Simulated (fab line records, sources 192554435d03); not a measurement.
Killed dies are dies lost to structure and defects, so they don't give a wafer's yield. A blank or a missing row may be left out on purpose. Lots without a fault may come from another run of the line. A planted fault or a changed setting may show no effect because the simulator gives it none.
Split-lot experiment | flow n5_finfet | 7 lots, 21 wafers read, on a route of 1938 steps

THE SPLIT
At N5_MOL_CONTACT_COAG_VIA_ETCH_117 (etches SiO2 in C4F6/O2, target depth 40 nm, overetch 8 nm, time 26 s), the setting bias_w was moved away from the recipe's 455 W on 5 of the 21 wafers read, by -12.2% to -7.1%. The other wafers ran this setting at the recipe's value.

The reading is taken at the split's own step.

THE READING
rf_vpp_V, in V, at N5_MOL_CONTACT_COAG_VIA_ETCH_117 (etches SiO2 in C4F6/O2, target depth 40 nm, overetch 8 nm, time 26 s). Fault-free wafers of this fab line usually give 1594 V, standard deviation 38 V.

wafer  | tool, chamber at the split | bias_w as run, W | against the recipe | rf_vpp_V, V | against lot-mates on the recipe
L082.2 | rie_diel-05, 3             | 399.4            | -12.2%             | 1418        | -146
L082.3 | rie_diel-05, 1             | 399.4            | -12.2%             | 1382        | -182
L082.5 | rie_diel-05, 3             | 455              | recipe             | 1564        | -
L083.4 | rie_diel-05, 1             | 455              | recipe             | 1525        | -
L083.5 | rie_diel-05, 3             | 455              | recipe             | 1564        | -
L083.6 | rie_diel-05, 2             | 455              | recipe             | 1565        | -
L084.2 | rie_diel-05, 1             | 455              | recipe             | 1524        | -
L084.4 | rie_diel-05, 2             | 455              | recipe             | 1565        | -
L084.5 | rie_diel-05, 2             | 455              | recipe             | 1566        | -
L085.2 | rie_diel-03, 2             | 455              | recipe             | 1610        | -
L085.3 | rie_diel-03, 3             | 455              | recipe             | 1607        | -
L085.5 | rie_diel-03, 3             | 455              | recipe             | 1606        | -
L088.1 | rie_diel-04, 3             | 455              | recipe             | 1623        | -
L088.2 | rie_diel-04, 1             | 455              | recipe             | 1608        | -
L088.5 | rie_diel-04, 0             | 455              | recipe             | 1613        | -
L093.1 | rie_diel-04, 3             | 455              | recipe             | 1623        | -
L093.3 | rie_diel-04, 0             | 417.1            | -8.3%              | 1510        | -86
L093.4 | rie_diel-04, 2             | 455              | recipe             | 1568        | -
L096.1 | rie_diel-03, 0             | 455              | recipe             | 1531        | -
L096.3 | rie_diel-03, 3             | 422.8            | -7.1%              | 1520        | -11
L096.4 | rie_diel-03, 0             | 422.8            | -7.1%              | 1449        | -82

THE FIT
A straight line over all 21 wafers: rf_vpp_V changes by +13.5 V for each +1% of bias_w; r = +0.86; the points scatter about the line by 35 V.
The same after taking each lot's own level away (the mean of its wafers on the recipe; 21 wafers): +11.7 V for each +1%; r = +0.91; scatter 24 V.
On that fit, the largest move of bias_w shifts the reading by 1.4e+02 V.
The lots' own levels span 1531.0 to 1614.7 V, that is 2.2 times the standard deviation above.
So the lot-to-lot level changes the slope: the two fits differ.
Check: with one of the wafers moved furthest among these (-12.2%) left out of the fit, the line predicts -138 V for it against its lot-mates. It came out at -146 V against them.
Tool readings at the split's step, against how far the setting was moved: rf_vpp_V r = +0.86.

OTHER SPLITS ON THESE WAFERS
These wafers also went through other splits before the reading. Each is held against what the fit with the lots' levels taken away leaves over:
other split on the same wafers               | wafers away from the commonest value | r with rf_vpp_V (lot level and that fit taken away)
N5_MOL_CONTACT_COAG_CONTACT_ETCH_14 source_w | 4                                    | -0.25

THE FILE'S OWN FIT
rf_vpp_V changes by +11.4 V for each +1% of bias_w, r = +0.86.
